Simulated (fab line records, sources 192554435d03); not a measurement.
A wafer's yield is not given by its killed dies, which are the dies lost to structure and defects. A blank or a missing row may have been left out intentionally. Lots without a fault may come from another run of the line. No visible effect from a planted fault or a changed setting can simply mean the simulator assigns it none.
A struck lot beside a sound one -- flow n5 finfet -- 44 steps out of a route of 1938
Sound: the wafers L226.3, L226.4, L226.6. Struck: wafer L239.3. (L239.1 of the same lot was not struck and is left out.) The cause comes at the end.
Order at every step that has rows: each side's tool, ch and its chambers, its first start. Under that, the readings that differ: sound wafers -- struck wafers -- difference of the means -- sigmas: that difference in standard deviations of wafers without a fault.
alike: readings whose means differ by less than 2 such deviations, and words and numbers that are the same on both sides. not compared: withheld readings, readings that some wafer has no value for, bounds like >300 that may hide the same value, and numbers for which the record gives no deviation and whose values overlap.
The two part at a step that has a row with sigmas, a row that says differs or no value, or rows on one side only. When numbers do not overlap yet have no deviation, they are printed without sigmas and do not part them. A reading missing from all wafers of one side parts the sides only when that side holds two or more wafers.

N5_BEOL_M8_SPUTTER_48: material Cu, target thk 10 nm, time 1.667 s.
  struck on pvd sputter-03, day 13 23:28; sound on pvd sputter-02, day 11 12:39
  alike: throttle valve pct
then, 1 step without rows for these wafers: N5_BEOL_M8_ECD_50 (material Cu, target thk 300 nm).
N5_BEOL_M8_ANNEAL_51: time 90 s.
  sound on rtp anneal-02 ch 0, day 11 13:09; struck on rtp anneal-02 ch 0, day 13 23:40
  alike: wafer_temp_C_max
then, 1 step without rows for these wafers: N5_BEOL_M8_CMP_52 (polishes, stops on SiCOH lowk, t overpolish 6.9 s, target thk 80 nm).
N5_BEOL_M8_THK_MEAS_53: measures by xrf.
  struck on film metro-01, day 14 00:16; sound on film metro-02, day 11 13:40
  alike: M8_THK
then, 1 step without rows for these wafers: N5_BEOL_M8_PRE_CLEAN_55 (time 15 s).
N5_BEOL_M8_DEP_56: deposits SiCN from 3MS/NH3, target thk 10 nm, time 17.5 s.
  sound on pecvd-04 ch 0,1, day 11 13:44; struck on pecvd-04 ch 1, day 14 00:20
  alike: rf fwd power W, showerhead plenum p Torr, throttle valve pct
  not compared: since wet clean h
N5_BEOL_M8_RS_MEAS_57: the measuring method here is four-point-probe.
  struck on film metro-02, day 14 00:24; sound on film metro-01, day 11 13:48
  alike: M8_RS
N5_BEOL_M8_INSPECT_58: inspects for defects (darkfield).
  struck on defect inspect-01, day 14 00:26; sound on defect inspect-01, day 11 13:49
reading,sound,struck,difference,sigmas
raw defect count,79 73 61,123,+52,+2
then, 2 steps without rows for these wafers: N5_BEOL_M9_ILD_DEP_00 (deposits SiCOH lowk from DEMS/porogen, target thk 308.51 nm, time 58 s); N5_BEOL_M9_CURE_71 (cures SiCOH lowk, time 240 s).
N5_BEOL_M9_THK_MEAS_01:
  struck on film metro-01, day 14 01:04; sound on film metro-01, day 11 14:27
  alike: M9_ILD_THK
N5_BEOL_M9_PECVD_70: deposits SiO2 from TEOS/O2, target thk 20 nm, time 22.7 s.
  sound on pecvd-01 ch 0,1, day 11 14:29; struck on pecvd-03 ch 2, day 14 01:06
reading,sound,struck,difference,sigmas
model.SiO2_of_BEOL_M9_PECVD_70.thk nm (nm),20 20.2 19.6,18,-2,
  alike: heater power w, showerhead plenum p Torr, throttle valve pct
  not compared: rf fwd power W, since wet clean h
N5_BEOL_M9_HM_DEP_02: deposits TiN, target thk 20 nm.
  struck on pvd sputter-01, day 14 02:23; sound on pvd sputter-01, day 11 15:32
  alike: throttle valve pct
then, 8 steps without rows for these wafers: N5_BEOL_M9_COAT_59 (time 60 s, resist thk 100 nm); N5_BEOL_M9_COAT_60 (time 60 s, resist thk 30 nm); N5_BEOL_M9_COAT_05 (resist thk 90 nm); N5_BEOL_M9_EBR_07; N5_BEOL_M9_SOFTBAKE_06 (time 60 s); N5_BEOL_M9_EXPOSE_08 (exposes mask M9); N5_BEOL_M9_PEB_09 (peb time 60 s); N5_BEOL_M9_DEVELOP_10 (develop time 30 s).
N5_BEOL_M9_CD_MEAS_11: the cd target is 64.1 nm.
  sound on cd sem-01 ch 0, day 11 15:55; struck on cd sem-03 ch 0, day 14 02:53
  alike: cd nm
N5_BEOL_M9_OVL_MEAS_12:
  sound on overlay-02 ch 0, day 11 15:57; struck on overlay-02 ch 0, day 14 02:55
  alike: M9_OVL
N5_BEOL_M9_INSPECT_13: inspects for defects (brightfield).
  struck on defect inspect-01, day 14 02:56; sound on defect inspect-02, day 11 15:58
  alike: raw defect count
then, 2 steps without rows for these wafers: N5_BEOL_M9_DESCUM_16 (chemistry O2, time 7.9 s); N5_BEOL_M9_ETCH_61 (etches SiARC in CF4, target depth 39 nm, time 65 s).
N5_BEOL_M9_ETCH_62: etches SOC in N2/H2, target depth 110 nm, overetch 22 nm, time 165 s.
  sound on rie diel-03 ch 0,1,3, day 11 16:05; struck on rie diel-05 ch 0, day 14 03:05
  alike: drypump motor current A, h2 flow sccm, oes product au, rf fwd power W, rf vpp V, showerhead plenum p Torr, throttle valve pct
  not compared: rf hours counter h
then, 4 steps without rows for these wafers: N5_BEOL_M9_STRIP_68 (strips in N2/H2); N5_BEOL_M9_STRIP_67 (strips in CF4); N5_BEOL_M9_HM_OPEN_17 (chemistry Cl2/BCl3, target TiN, target depth 20 nm, overetch 6 nm); N5_BEOL_M9_STRIP_19 (strips in O2).
N5_BEOL_M9_CD_MEAS_18: pitch 140 nm, target cd 70 nm.
  struck on cd sem-02, day 14 03:28; sound on cd sem-01, day 11 16:34
  alike: cd nm
then, 9 steps without rows for these wafers: N5_BEOL_M9_COAT_63 (time 60 s, resist thk 60 nm); N5_BEOL_M9_COAT_64 (time 60 s, resist thk 12 nm); N5_BEOL_M9_COAT_75 (time 60 s, resist thk 5 nm); N5_BEOL_M9_COAT_22 (resist thk 30 nm); N5_BEOL_M9_EBR_24; N5_BEOL_M9_SOFTBAKE_23 (time 60 s); N5_BEOL_M9_EXPOSE_25 (exposes mask V8); N5_BEOL_M9_PEB_26 (peb time 60 s); N5_BEOL_M9_DEVELOP_27 (develop time 30 s).
N5_BEOL_M9_HM_STRIP_39: strips TiN in peroxide tin strip, target depth 25 nm, time 158 s.
  sound on wet bench-03 ch 0,1,7, day 11 17:52; struck on wet bench-02 ch 1, day 14 04:23
reading,sound,struck,difference,sigmas
model.SiO2_of_BEOL_M9_PECVD_70.thk nm (nm),20 20 19.6,17.8,-2.1,
then, 1 step without rows for these wafers: N5_PASSIVATION_PROBE_49.

WHERE THEY PART
At N5_BEOL_M8_INSPECT_58 and nowhere else, as far as this record goes. Later steps at which nothing parts them and some readings are alike: N5_BEOL_M9_THK_MEAS_01, N5_BEOL_M9_PECVD_70, N5_BEOL_M9_HM_DEP_02, N5_BEOL_M9_CD_MEAS_11, N5_BEOL_M9_OVL_MEAS_12, N5_BEOL_M9_INSPECT_13, N5_BEOL_M9_ETCH_62, N5_BEOL_M9_CD_MEAS_18.

WHY: what had been put in by the simulator
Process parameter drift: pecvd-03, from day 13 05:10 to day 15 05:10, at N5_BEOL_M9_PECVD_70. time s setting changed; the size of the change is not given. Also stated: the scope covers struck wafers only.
